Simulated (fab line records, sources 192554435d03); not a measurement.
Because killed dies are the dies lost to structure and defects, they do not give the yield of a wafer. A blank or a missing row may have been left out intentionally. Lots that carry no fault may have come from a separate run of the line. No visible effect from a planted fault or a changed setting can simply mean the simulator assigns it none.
fab line records	flow n5-finfet
record lots=7	wafers=21
route steps=1938 shown PMOS_HMC_CHANNEL_EPI@62 FIN_SAQP@96
start-h: the number of hours between the record's first day and the start of the first shown wafer of the lot	wait-h: hours from the lot's prior step to this one	" same as the row above	L1.1+2: a single row standing in for several wafers	- no value present, or no start provided	* or withheld: withheld	< > ~ a bound
route shown NAME@n: names a module that has steps shown in the file, with the first one's number in the route	usual: mean/standard deviation of fault-free wafers	same: alike in all rows	chamber/n: place in a boat	sites: each site's reading	_std_site: the standard deviation of these	_edge_site: the outer-site mean with the inner-site mean subtracted	radius-mm: how far each site lies from the wafer's centre	mask NAME#n: copy n	behind: the tool/chamber that last shaped the wafer	hold: why the lot was held/for how many hours/how that ended	device: whichever transistor did not switch (one of n, p or np)	end of line: the same wafers' tests at the end of the route	where a step has no rows: the recipe by itself	killed: the dies lost at the first sort to structure and to defects; this is not the yield of the wafer	map: dies across one wafer; x = killed, . = not, _ = none there
set.NAME: the setting as run; set.NAME@STEP: as run at that earlier step	model.NAME: the simulator's own value behind a step, which no gauge read
lots with deliberately changed settings; one table per step, one row per wafer
## steps
# step N5_PMOS_HMC_CHANNEL_EPI_EXPOSE_06
# recipe mask-id=PMOS_HMC_BLK	na=1.35	source-shape=conventional	sigma-outer=0.8	polarization=unpolarized	target-cd-nm=240	dose-mj=41
lot.wafer	tool	chamber	start-h	wait-h	mask	set.dose-mj
L075.3+4+5	arfi-scanner-02	0	23.72	-	PMOS_HMC_BLK#0	41
L078.1+2	arfi-scanner-03	0	41.74	-	PMOS_HMC_BLK#0	42.15
L078.6	"	0	"	"	PMOS_HMC_BLK#0	41
L079.4+5+6	arfi-scanner-03	0	47.74	-	PMOS_HMC_BLK#0	41
L090.3+5	arfi-scanner-02	0	113.18	-	PMOS_HMC_BLK#0	41
L090.6	"	0	"	"	PMOS_HMC_BLK#0	43.59
L091.2+4	arfi-scanner-01	0	119.23	-	PMOS_HMC_BLK#0	43.48
L091.6	"	0	"	"	PMOS_HMC_BLK#0	41
L092.1+3	arfi-scanner-02	0	125.22	-	PMOS_HMC_BLK#0	41
L092.5	"	0	"	"	PMOS_HMC_BLK#0	38.63
L094.2	arfi-scanner-03	0	137.12	-	PMOS_HMC_BLK#0	41
L094.3+5	"	0	"	"	PMOS_HMC_BLK#0	42.4
# step N5_PMOS_HMC_CHANNEL_EPI_PEB_07
# recipe peb-temp-c=110	peb-time-s=60	resist=CAR-ArF-block
lot.wafer	tool	chamber	start-h	wait-h	set.peb-temp-c
L075.3+4	litho-track-01	0	23.76	0.0	110
L075.5	"	0	"	"	106.4
L078.1+2+6	litho-track-03	0	41.79	0.1	108.5
L079.4+5+6	litho-track-04	0	47.78	0.0	110
L090.3+6	litho-track-04	0	113.23	0.0	110
L090.5	"	0	"	"	108.7
L091.2+4+6	litho-track-04	0	119.29	0.0	110
L092.1+3+5	litho-track-04	0	125.27	0.1	110
L094.2+3+5	litho-track-03	0	137.17	0.0	110
# step N5_PMOS_HMC_CHANNEL_EPI_DEVELOP_08
# recipe develop-time-s=30	developer=TMAH	resist=CAR-ArF-block	dev-temp-c=23	rinse-liquid=diw	dry=air-spin
# step N5_PMOS_HMC_CHANNEL_EPI_CD_MEAS_09
# recipe target-cd-nm=237.4	landing-energy-ev=500	detector=se-inlens
# usual cd-nm=237.9/0.86
lot.wafer	tool	chamber	start-h	wait-h	set.dose-mj@PMOS_HMC_CHANNEL_EPI_EXPOSE_06	set.peb-temp-c@PMOS_HMC_CHANNEL_EPI_PEB_07	cd-nm
L075.3	cd-sem-01	0	23.83	-	41	110	238.2
L075.4	"	0	"	"	41	110	237.7
L075.5	"	0	"	"	41	106.4	226.4
L078.1	cd-sem-01	0	41.86	-	42.15	108.5	234.9
L078.2	"	0	"	"	42.15	108.5	234.6
L078.6	"	0	"	"	41	108.5	232.8
L079.4	cd-sem-01	0	47.85	-	41	110	237.5
L079.5	"	0	"	"	41	110	237.4
L079.6	"	0	"	"	41	110	236.6
L090.3	cd-sem-01	0	113.30	-	41	110	238.5
L090.5	"	0	"	"	41	108.7	234.7
L090.6	"	0	"	"	43.59	110	242.6
L091.2	cd-sem-02	0	119.35	-	43.48	110	243.8
L091.4	"	0	"	"	43.48	110	243.5
L091.6	"	0	"	"	41	110	237.1
L092.1	cd-sem-02	0	125.34	-	41	110	239.4
L092.3	"	0	"	"	41	110	237.9
L092.5	"	0	"	"	38.63	110	232.8
L094.2	cd-sem-01	0	137.24	-	41	110	235.8
L094.3	"	0	"	"	42.4	110	239.2
L094.5	"	0	"	"	42.4	110	238.3
# step N5_PMOS_HMC_CHANNEL_EPI_DESCUM_14
# recipe chemistry=O2	time-s=7.9	source-power-w=50	bias-power-w=20	pressure-mtorr=20	rf-frequency-hz=2.712e+07	temp-c=40	resist=CAR-ArF-block	o2-flow-sccm=225
lot.wafer	tool	chamber	start-h	wait-h	set.dose-mj@PMOS_HMC_CHANNEL_EPI_EXPOSE_06	set.peb-temp-c@PMOS_HMC_CHANNEL_EPI_PEB_07	model.PMOS_HMC_CHANNEL_EPI.cd-nm
L075.3	rie-diel-03	1	24.11	0.2	41	110	238.2
L075.4	"	0	"	"	41	110	238
L075.5	"	2	"	"	41	106.4	226.5
L078.1+2	rie-diel-06	3,2	41.95	0.0	42.15	108.5	234.6
L078.6	"	0	"	"	41	108.5	232.8
L079.4+5	rie-diel-05	1,0	47.93	0.0	41	110	237.3
L079.6	"	3	"	"	41	110	-
L090.3	rie-diel-06	2	113.38	0.0	41	110	238.3
L090.5	"	0	"	"	41	108.7	234.4
L090.6	"	3	"	"	43.59	110	242.9
L091.2	rie-diel-06	0	119.44	0.0	43.48	110	243.7
L091.4	"	2	"	"	43.48	110	243.2
L091.6	"	1	"	"	41	110	236.9
L092.1	rie-diel-05	0	125.81	0.4	41	110	239.1
L092.3	"	2	"	"	41	110	237.9
L092.5	"	0	"	"	38.63	110	232.7
L094.2	rie-diel-06	3	137.33	0.0	41	110	235.9
L094.3	"	0	"	"	42.4	110	239.6
L094.5	"	0	"	"	42.4	110	238.6
# step N5_PMOS_HMC_CHANNEL_EPI_ETCH_32
# recipe chemistry=N2/H2	target=BARC	stop-on=SiO2	target-depth-a=858	over-etch-frac=0.3	time-s=50.3	ion-energy-ev=200	mask-material=CAR-ArF-block	pressure-mtorr=30	source-w=840	bias-w=150	n2-flow-sccm=200	h2-flow-sccm=200
lot.wafer	tool	chamber	start-h	wait-h	set.dose-mj@PMOS_HMC_CHANNEL_EPI_EXPOSE_06	set.peb-temp-c@PMOS_HMC_CHANNEL_EPI_PEB_07	model.PMOS_HMC_CHANNEL_EPI.cd-nm
L075.3	rie-diel-03	1	24.15	0.0	41	110	241
L075.4	"	0	"	"	41	110	240.9
L075.5	"	2	"	"	41	106.4	229.9
L078.1+2	rie-diel-06	3,2	41.99	0.0	42.15	108.5	237.8
L078.6	"	0	"	"	41	108.5	235.4
L079.4+5	rie-diel-05	1,0	47.97	0.0	41	110	240
L079.6	"	3	"	"	41	110	239.2
L090.3	rie-diel-06	2	113.42	0.0	41	110	241.1
L090.5	"	0	"	"	41	108.7	237.4
L090.6	"	3	"	"	43.59	110	245.9
L091.2+4	rie-diel-06	0,2	119.48	0.0	43.48	110	246.2
L091.6	"	1	"	"	41	110	239.3
L092.1	rie-diel-05	0	125.84	0.0	41	110	241.9
L092.3	"	2	"	"	41	110	240.6
L092.5	"	0	"	"	38.63	110	235.7
L094.2	rie-diel-06	3	137.36	0.0	41	110	238.6
L094.3	"	0	"	"	42.4	110	241.6
L094.5	"	0	"	"	42.4	110	240.7
# step N5_PMOS_HMC_CHANNEL_EPI_HM_OPEN_15
# recipe chemistry=CHF3/O2	target=SiO2	mask-material=CAR-ArF-block	target-depth-a=406	CHF3_flow_sccm=50	O2_flow_sccm=5	Ar_flow_sccm=200	time-s=20.3	pressure-mtorr=30	source-w=650	bias-w=170	ion-energy-ev=200
lot.wafer	tool	chamber	start-h	wait-h	set.dose-mj@PMOS_HMC_CHANNEL_EPI_EXPOSE_06	set.peb-temp-c@PMOS_HMC_CHANNEL_EPI_PEB_07	model.PMOS_HMC_CHANNEL_EPI.cd-nm
L075.3	rie-diel-03	1	24.19	0.0	41	110	241
L075.4	"	0	"	"	41	110	240.9
L075.5	"	2	"	"	41	106.4	229.9
L078.1	rie-diel-06	3	42.03	0.0	42.15	108.5	237.9
L078.2	"	2	"	"	42.15	108.5	237.8
L078.6	"	0	"	"	41	108.5	235.5
L079.4	rie-diel-05	1	48.01	0.0	41	110	240.1
L079.5	"	0	"	"	41	110	239.9
L079.6	"	3	"	"	41	110	239.2
L090.3	rie-diel-06	2	113.46	0.0	41	110	241
L090.5	"	0	"	"	41	108.7	237.4
L090.6	"	3	"	"	43.59	110	245.9
L091.2	rie-diel-06	0	119.52	0.0	43.48	110	246.1
L091.4	"	2	"	"	43.48	110	246.2
L091.6	"	1	"	"	41	110	239.3
L092.1	rie-diel-05	0	125.88	0.0	41	110	241.9
L092.3	"	2	"	"	41	110	240.6
L092.5	"	0	"	"	38.63	110	235.7
L094.2	rie-diel-06	3	137.40	0.0	41	110	238.6
L094.3	"	0	"	"	42.4	110	241.6
L094.5	"	0	"	"	42.4	110	240.7
# step N5_PMOS_HMC_CHANNEL_EPI_STRIP_33
# recipe chemistry=N2/H2	power-w=500	temp-c=40	pressure-mtorr=50	rf-frequency-hz=6e+07	overash-fraction=0.3	bias-power-w=8	h2-frac=0.5	n2-flow-sccm=300	h2-flow-sccm=300
# step N5_PMOS_HMC_CHANNEL_EPI_STRIP_17
# recipe chemistry=SPM	time-s=750	temp-c=130	h2so4-h2o2-vol-ratio=4	dry=ipa-marangoni
# step N5_PMOS_HMC_CHANNEL_EPI_ETCH_38
# recipe chemistry=CF4	target=SiO2	target-depth-a=15	ion-energy-ev=350	pressure-mtorr=10	icp-w=800	bias-w=400	cf4-flow-sccm=80
lot.wafer	tool	chamber	start-h	wait-h	set.dose-mj@PMOS_HMC_CHANNEL_EPI_EXPOSE_06	set.peb-temp-c@PMOS_HMC_CHANNEL_EPI_PEB_07	model.PMOS_HMC_CHANNEL_EPI.cd-nm
L075.3	rie-si-03	0	24.55	0.0	41	110	241.1
L075.4	"	3	"	"	41	110	241
L075.5	"	3	"	"	41	106.4	229.9
L078.1+2	rie-si-05	2,0	42.39	0.0	42.15	108.5	237.9
L078.6	"	0	"	"	41	108.5	235.5
L079.4	rie-si-05	2	48.37	0.0	41	110	240.1
L079.5	"	2	"	"	41	110	240
L079.6	"	1	"	"	41	110	239.2
L090.3	rie-si-04	0	113.82	0.0	41	110	241
L090.5	"	3	"	"	41	108.7	237.4
L090.6	"	2	"	"	43.59	110	245.8
L091.2	rie-si-04	0	119.88	0.0	43.48	110	246.1
L091.4	"	1	"	"	43.48	110	246.2
L091.6	"	0	"	"	41	110	239.3
L092.1	rie-si-03	0	126.24	0.0	41	110	242
L092.3	"	1	"	"	41	110	240.7
L092.5	"	0	"	"	38.63	110	235.7
L094.2	rie-si-03	1	137.76	0.0	41	110	238.5
L094.3	"	0	"	"	42.4	110	241.6
L094.5	"	1	"	"	42.4	110	240.7
# step N5_PMOS_HMC_CHANNEL_EPI_FIN_RECESS_16
# recipe chemistry=HBr/Cl2	target=Si	mask-material=SiO2	target-depth-a=540	time-s=18	pressure-mtorr=10	icp-w=800	bias-w=75	HBr_flow_sccm=150	Cl2_flow_sccm=80
lot.wafer	tool	chamber	start-h	wait-h	set.dose-mj@PMOS_HMC_CHANNEL_EPI_EXPOSE_06	set.peb-temp-c@PMOS_HMC_CHANNEL_EPI_PEB_07	model.PMOS_HMC_CHANNEL_EPI.cd-nm
L075.3	rie-si-03	0	24.57	0.0	41	110	241.2
L075.4	"	3	"	"	41	110	241
L075.5	"	3	"	"	41	106.4	229.9
L078.1	rie-si-05	2	42.41	0.0	42.15	108.5	237.8
L078.2	"	0	"	"	42.15	108.5	237.9
L078.6	"	0	"	"	41	108.5	235.5
L079.4	rie-si-05	2	48.39	0.0	41	110	240.1
L079.5	"	2	"	"	41	110	239.9
L079.6	"	1	"	"	41	110	239.2
L090.3	rie-si-04	0	113.84	0.0	41	110	241
L090.5	"	3	"	"	41	108.7	237.4
L090.6	"	2	"	"	43.59	110	245.9
L091.2	rie-si-04	0	119.90	0.0	43.48	110	246.1
L091.4	"	1	"	"	43.48	110	246.2
L091.6	"	0	"	"	41	110	239.4
L092.1	rie-si-03	0	126.26	0.0	41	110	242
L092.3	"	1	"	"	41	110	240.6
L092.5	"	0	"	"	38.63	110	235.8
L094.2	rie-si-03	1	137.78	0.0	41	110	238.5
L094.3	"	0	"	"	42.4	110	241.6
L094.5	"	1	"	"	42.4	110	240.7
# step N5_FIN_SAQP_HM_DEP_03
# recipe material=SiNx	target-thk-a=380	temp-c=400	precursor=SiH4/NH3/N2	pressure-torr=1.5	rf-w=300	time-s=33.6
lot.wafer	tool	chamber	start-h	wait-h	set.time-s	model.SiNx_of_FIN_SAQP_HM_DEP_03.thk-nm
L075.3	pecvd-02	0	27.65	0.1	33.6	37.3
L075.4	"	1	"	"	33.6	38.47
L075.5	"	2	"	"	33.6	38.75
L078.1	pecvd-03	1	46.40	0.2	33.6	38.24
L078.2	"	0	"	"	37.32	42.2
L078.6	"	1	"	"	37.32	43.09
L079.4	pecvd-02	1	51.34	0.1	33.6	37.79
L079.5	"	2	"	"	33.6	37.85
L079.6	"	0	"	"	33.6	38.34
L090.3	pecvd-03	0	116.79	0.1	33.6	36.49
L090.5	"	1	"	"	33.6	37.48
L090.6	"	0	"	"	33.6	37.68
L091.2	pecvd-02	2	123.24	0.2	35.86	40.15
L091.4	"	1	"	"	35.86	40.81
L091.6	"	0	"	"	35.86	40.85
L092.1	pecvd-02	1	129.43	0.2	33.6	37.23
L092.3	"	0	"	"	33.6	37.05
L092.5	"	0	"	"	33.6	37.8
L094.2	pecvd-03	1	141.07	0.2	32.1	35.48
L094.3	"	0	"	"	33.6	37.37
L094.5	"	0	"	"	32.1	35.69
# step N5_FIN_SAQP_THK_MEAS_05
# usual thk-nm=37.8/0.51
lot.wafer	tool	chamber	start-h	wait-h	set.time-s@FIN_SAQP_HM_DEP_03	thk-nm
L075.3	film-metro-01	-	27.74	0.1	33.6	37.3
L075.4	"	-	"	"	33.6	38.5
L075.5	"	-	"	"	33.6	38.8
L078.1	film-metro-01	-	46.48	0.1	33.6	38.3
L078.2	"	-	"	"	37.32	42.2
L078.6	"	-	"	"	37.32	43.0
L079.4	film-metro-02	-	51.40	0.0	33.6	37.8
L079.5	"	-	"	"	33.6	37.9
L079.6	"	-	"	"	33.6	38.3
L090.3	film-metro-02	-	116.88	0.1	33.6	36.5
L090.5	"	-	"	"	33.6	37.5
L090.6	"	-	"	"	33.6	37.6
L091.2	film-metro-01	-	123.33	0.1	35.86	40.1
L091.4	"	-	"	"	35.86	40.8
L091.6	"	-	"	"	35.86	40.8
L092.1	film-metro-02	-	129.51	0.1	33.6	37.2
L092.3	"	-	"	"	33.6	37.0
L092.5	"	-	"	"	33.6	37.8
L094.2	film-metro-01	-	141.16	0.1	32.1	35.4
L094.3	"	-	"	"	33.6	37.4
L094.5	"	-	"	"	32.1	35.7
# step N5_FIN_SAQP_PECVD_48
# recipe material=SiNx	target-thk-a=250	temp-c=400	precursor=SiH4/NH3/N2	pressure-torr=1.5	rf-w=300	time-s=22.1
lot.wafer	tool	chamber	start-h	wait-h	set.time-s	model.SiNx_of_FIN_SAQP_PECVD_48.thk-nm
L075.3	pecvd-04	1	27.82	0.0	22.1	24.95
L075.4	"	0	"	"	19.04	22.01
L075.5	"	2	"	"	19.04	21.69
L078.1	pecvd-02	2	46.56	0.0	25.03	27.8
L078.2	"	1	"	"	25.03	27.99
L078.6	"	1	"	"	22.1	24.98
L079.4	pecvd-03	1	51.50	0.0	22.1	24.9
L079.5	"	2	"	"	22.1	25.03
L079.6	"	0	"	"	22.1	24.8
L090.3	pecvd-02	0	116.95	0.0	22.1	24.87
L090.5	"	2	"	"	25.24	28.82
L090.6	"	0	"	"	25.24	28.76
L091.2	pecvd-04	2	123.40	0.0	22.1	24.89
L091.4	"	0	"	"	22.1	25.52
L091.6	"	2	"	"	22.1	25.09
L092.1	pecvd-02	2	129.59	0.0	22.1	24.93
L092.3	"	1	"	"	22.1	24.76
L092.5	"	2	"	"	20.04	23.24
L094.2+3	pecvd-04	2,1	141.23	0.0	22.1	24.55
L094.5	"	0	"	"	22.1	25.32
# step N5_FIN_SAQP_SPACER1_ALD_24
# recipe material=SiO2	target-thk-a=203	temp-c=300	ald-precursor-family=BDEAS	ald-co-reactant=O2-plasma	pulse-time-s=1	purge-time-s=2	co-reactant-purge-time-s=2	ald-cycles=218	pressure-torr=2
lot.wafer	tool	chamber	start-h	wait-h	set.temp-c	model.SiO2_of_FIN_SAQP_SPACER1_ALD_24.thk-nm
L075.3+4+5	ald-sin-03	0,2,0	29.56	0.2	300	20.4
L078.1	ald-sin-01	0	48.33	0.3	300	20.2
L078.2	"	2	"	"	310	20
L078.6	"	2	"	"	300	20.4
L079.4+5+6	ald-sin-01	3,3,2	53.56	0.1	300	20.4
L090.3+6	ald-sin-02	3,2	119.37	0.1	311.5	20
L090.5	"	1	"	"	300	20.4
L091.2+4	ald-sin-01	1,0	125.76	0.8	300	20.6
L091.6	"	3	"	"	289	21
L092.1	ald-sin-02	2	131.41	0.3	300	20.4
L092.3	"	1	"	"	294.2	20.6
L092.5	"	1	"	"	300	20.2
L094.2	ald-sin-03	0	143.62	0.8	300	20.4
L094.3	"	1	"	"	300	20.2
L094.5	"	3	"	"	306.9	20
# step N5_FIN_SAQP_SPACER1_ETCHBACK_25
# recipe chemistry=CHF3/O2	mode=anisotropic-etchback	target=SiO2	target-depth-a=244	time-s=12.2	pressure-mtorr=30	source-w=650	bias-w=170	Ar_flow_sccm=200	CHF3_flow_sccm=50	O2_flow_sccm=5	ion-energy-ev=200
# step N5_FIN_SAQP_MANDREL1_REMOVE_56
# recipe chemistry=HBr/Cl2/O2	bt-time-s=10	target=a-Si	stop-on=SiNx	endpoint=OES-SiCl	over-etch-frac=1	icp-w=600	bias-w=22	HBr_flow_sccm=150	Cl2_flow_sccm=80	O2_flow_sccm=5	pressure-mtorr=10
lot.wafer	tool	chamber	start-h	wait-h	set.temp-c@FIN_SAQP_SPACER1_ALD_24	model.FIN_SAQP.cd-nm
L075.3+4+5	rie-si-02	1,2,1	30.37	0.1	300	20.4
L078.1+6	rie-si-02	3,0	49.13	0.1	300	20.4
L078.2	"	2	"	"	310	20
L079.4+5+6	rie-si-06	3,2,1	54.41	0.1	300	20.4
L090.3	rie-si-02	2	120.18	0.1	311.5	20.2
L090.5	"	1	"	"	300	20.4
L090.6	"	2	"	"	311.5	20
L091.2+4	rie-si-02	3,1	126.76	0.1	300	20.6
L091.6	"	0	"	"	289	21.2
L092.1	rie-si-06	3	132.22	0.1	300	20.4
L092.3	"	2	"	"	294.2	20.8
L092.5	"	2	"	"	300	20.2
L094.2	rie-si-02	0	144.42	0.1	300	20.4
L094.3	"	1	"	"	300	20.2
L094.5	"	3	"	"	306.9	20.2
# step N5_FIN_SAQP_ETCH_57
# recipe chemistry=CH3F/O2	target=SiNx	mask-material=SiO2	target-depth-a=325	time-s=46.4	pressure-mtorr=30	source-w=395	bias-w=73	Ar_flow_sccm=150	CH3F_flow_sccm=30	O2_flow_sccm=20	ion-energy-ev=120	ends=cleared
# usual etch-rf-on-time-s=45.9/0.9
lot.wafer	tool	chamber	start-h	wait-h	set.time-s@FIN_SAQP_PECVD_48	etch-rf-on-time-s	model.etch.depth-nm
L075.3	rie-diel-02	3	30.74	0.3	22.1	46.3	24.94
L075.4	"	2	"	"	19.04	40.4	22.01
L075.5	"	2	"	"	19.04	40.2	21.69
L078.1	rie-diel-02	2	49.29	0.0	25.03	51.1	27.8
L078.2	"	1	"	"	25.03	51.0	27.97
L078.6	"	1	"	"	22.1	45.6	24.98
L079.4	rie-diel-01	2	54.57	0.1	22.1	45.4	24.9
L079.5	"	0	"	"	22.1	45.4	25.03
L079.6	"	1	"	"	22.1	45.7	24.78
L090.3	rie-diel-01	0	120.34	0.0	22.1	45.3	24.81
L090.5	"	1	"	"	25.24	53.1	28.78
L090.6	"	2	"	"	25.24	52.3	28.76
L091.2	rie-diel-02	2	126.92	0.0	22.1	45.6	24.87
L091.4	"	3	"	"	22.1	47.3	25.52
L091.6	"	0	"	"	22.1	45.7	25.09
L092.1	rie-diel-04	3	132.38	0.0	22.1	45.4	24.91
L092.3	"	2	"	"	22.1	45.0	24.69
L092.5	"	1	"	"	20.04	42.5	23.22
L094.2	rie-diel-04	2	144.58	0.0	22.1	44.8	24.55
L094.3	"	3	"	"	22.1	44.3	24.54
L094.5	"	1	"	"	22.1	45.4	25.32
## key
split step=N5_PMOS_HMC_CHANNEL_EPI_EXPOSE_06	setting=dose-mj	stated=41	by=wafer
response step=N5_PMOS_HMC_CHANNEL_EPI_CD_MEAS_09	reading=cd-nm	slope=+0.883	per=1%	together-with=peb-temp-c@PMOS_HMC_CHANNEL_EPI_PEB_07	explained=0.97
response step=N5_PMOS_HMC_CHANNEL_EPI_DESCUM_14	reading=model.PMOS_HMC_CHANNEL_EPI.cd-nm	slope=+0.904	per=1%	together-with=peb-temp-c@PMOS_HMC_CHANNEL_EPI_PEB_07	explained=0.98
response step=N5_PMOS_HMC_CHANNEL_EPI_ETCH_32	reading=model.PMOS_HMC_CHANNEL_EPI.cd-nm	slope=+0.917	per=1%	together-with=peb-temp-c@PMOS_HMC_CHANNEL_EPI_PEB_07	explained=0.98
response step=N5_PMOS_HMC_CHANNEL_EPI_HM_OPEN_15	reading=model.PMOS_HMC_CHANNEL_EPI.cd-nm	slope=+0.914	per=1%	together-with=peb-temp-c@PMOS_HMC_CHANNEL_EPI_PEB_07	explained=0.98
response step=N5_PMOS_HMC_CHANNEL_EPI_ETCH_38	reading=model.PMOS_HMC_CHANNEL_EPI.cd-nm	slope=+0.916	per=1%	together-with=peb-temp-c@PMOS_HMC_CHANNEL_EPI_PEB_07	explained=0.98
response step=N5_PMOS_HMC_CHANNEL_EPI_FIN_RECESS_16	reading=model.PMOS_HMC_CHANNEL_EPI.cd-nm	slope=+0.913	per=1%	together-with=peb-temp-c@PMOS_HMC_CHANNEL_EPI_PEB_07	explained=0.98
split step=N5_PMOS_HMC_CHANNEL_EPI_PEB_07	setting=peb-temp-c	stated=110	by=wafer
response step=N5_PMOS_HMC_CHANNEL_EPI_CD_MEAS_09	reading=cd-nm	slope=+3.43	per=1%	together-with=dose-mj@PMOS_HMC_CHANNEL_EPI_EXPOSE_06	explained=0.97
response step=N5_PMOS_HMC_CHANNEL_EPI_DESCUM_14	reading=model.PMOS_HMC_CHANNEL_EPI.cd-nm	slope=+3.45	per=1%	together-with=dose-mj@PMOS_HMC_CHANNEL_EPI_EXPOSE_06	explained=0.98
response step=N5_PMOS_HMC_CHANNEL_EPI_ETCH_32	reading=model.PMOS_HMC_CHANNEL_EPI.cd-nm	slope=+3.31	per=1%	together-with=dose-mj@PMOS_HMC_CHANNEL_EPI_EXPOSE_06	explained=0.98
response step=N5_PMOS_HMC_CHANNEL_EPI_HM_OPEN_15	reading=model.PMOS_HMC_CHANNEL_EPI.cd-nm	slope=+3.32	per=1%	together-with=dose-mj@PMOS_HMC_CHANNEL_EPI_EXPOSE_06	explained=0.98
response step=N5_PMOS_HMC_CHANNEL_EPI_ETCH_38	reading=model.PMOS_HMC_CHANNEL_EPI.cd-nm	slope=+3.32	per=1%	together-with=dose-mj@PMOS_HMC_CHANNEL_EPI_EXPOSE_06	explained=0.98
response step=N5_PMOS_HMC_CHANNEL_EPI_FIN_RECESS_16	reading=model.PMOS_HMC_CHANNEL_EPI.cd-nm	slope=+3.33	per=1%	together-with=dose-mj@PMOS_HMC_CHANNEL_EPI_EXPOSE_06	explained=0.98
split step=N5_FIN_SAQP_HM_DEP_03	setting=time-s	stated=33.6	by=wafer
response step=N5_FIN_SAQP_HM_DEP_03	reading=model.SiNx_of_FIN_SAQP_HM_DEP_03.thk-nm	change=+0.398	per=1%	r=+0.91
response step=N5_FIN_SAQP_THK_MEAS_05	reading=thk-nm	change=*	per=1%	r=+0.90
split step=N5_FIN_SAQP_PECVD_48	setting=time-s	stated=22.1	by=wafer
response step=N5_FIN_SAQP_PECVD_48	reading=model.SiNx_of_FIN_SAQP_PECVD_48.thk-nm	change=+0.232	per=1%	r=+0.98
response step=N5_FIN_SAQP_ETCH_57	reading=etch-rf-on-time-s	change=*	per=1%	r=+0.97
response step=N5_FIN_SAQP_ETCH_57	reading=model.etch.depth-nm	change=+0.232	per=1%	r=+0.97
split step=N5_FIN_SAQP_SPACER1_ALD_24	setting=temp-c	stated=300	by=wafer
response step=N5_FIN_SAQP_SPACER1_ALD_24	reading=model.SiO2_of_FIN_SAQP_SPACER1_ALD_24.thk-nm	change=-0.109	per=1%	r=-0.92
response step=N5_FIN_SAQP_MANDREL1_REMOVE_56	reading=model.FIN_SAQP.cd-nm	change=-0.122	per=1%	r=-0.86
